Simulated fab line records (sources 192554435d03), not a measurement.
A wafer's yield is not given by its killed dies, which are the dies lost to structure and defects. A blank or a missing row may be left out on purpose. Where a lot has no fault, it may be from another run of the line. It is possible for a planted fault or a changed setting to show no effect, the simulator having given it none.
Matching of chambers / flow n5_finfet / 4 sister chambers for N5_BEOL_M0_ETCH_109 on rie_diel-06
The step etches SiCN in CH3F/O2, target depth 8 nm, overetch 2.4 nm, time 27.4 s. 4 wafers are shown with their chamber, then 7 later ones without.

WAFERS, EACH WITH ITS CHAMBER
wafer=L078.1; chamber=0; throttle_valve_pct (%)=16.00
wafer=L085.2; chamber=2; throttle_valve_pct (%)=16.26
wafer=L088.1; chamber=3; throttle_valve_pct (%)=16.81
wafer=L088.4; chamber=1; throttle_valve_pct (%)=16.70

WAFERS WHOSE CHAMBER IS MISSING
wafer=L088.5; throttle_valve_pct (%)=16.80
wafer=L089.1; throttle_valve_pct (%)=16.72
wafer=L089.4; throttle_valve_pct (%)=16.03
wafer=L089.6; throttle_valve_pct (%)=16.05
wafer=L095.1; throttle_valve_pct (%)=16.33
wafer=L095.3; throttle_valve_pct (%)=16.07
wafer=L095.6; throttle_valve_pct (%)=16.32

CHAMBER TAKEN BY EACH
wafer=L088.5; from the rows above=can't be placed: 3 or 1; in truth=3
wafer=L089.1; from the rows above=can't be placed: 1 or 3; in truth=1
wafer=L089.4; from the rows above=0; in truth=0
wafer=L089.6; from the rows above=0; in truth=0
wafer=L095.1; from the rows above=2; in truth=2
wafer=L095.3; from the rows above=0; in truth=0
wafer=L095.6; from the rows above=2; in truth=2
5 of 7 placed correctly. These rows do not allow placing 2 (true chamber among the candidates in 2). Number placed wrongly: 0.
How it was worked out, from the rows above alone: a wafer's distance from a chamber is the root of the sum, over the readings, of the square of ((its reading less the chamber's mean) divided by the reading's scatter). If the next closest chamber is less than 2 further off than the closest, the wafer can't be placed; otherwise it belongs to the closest. Each chamber's mean is taken over the wafers shown for it. The scatter (one wafer shown for each chamber): square how far every hidden wafer sits from the nearest shown wafer, average those squares and take the square root.
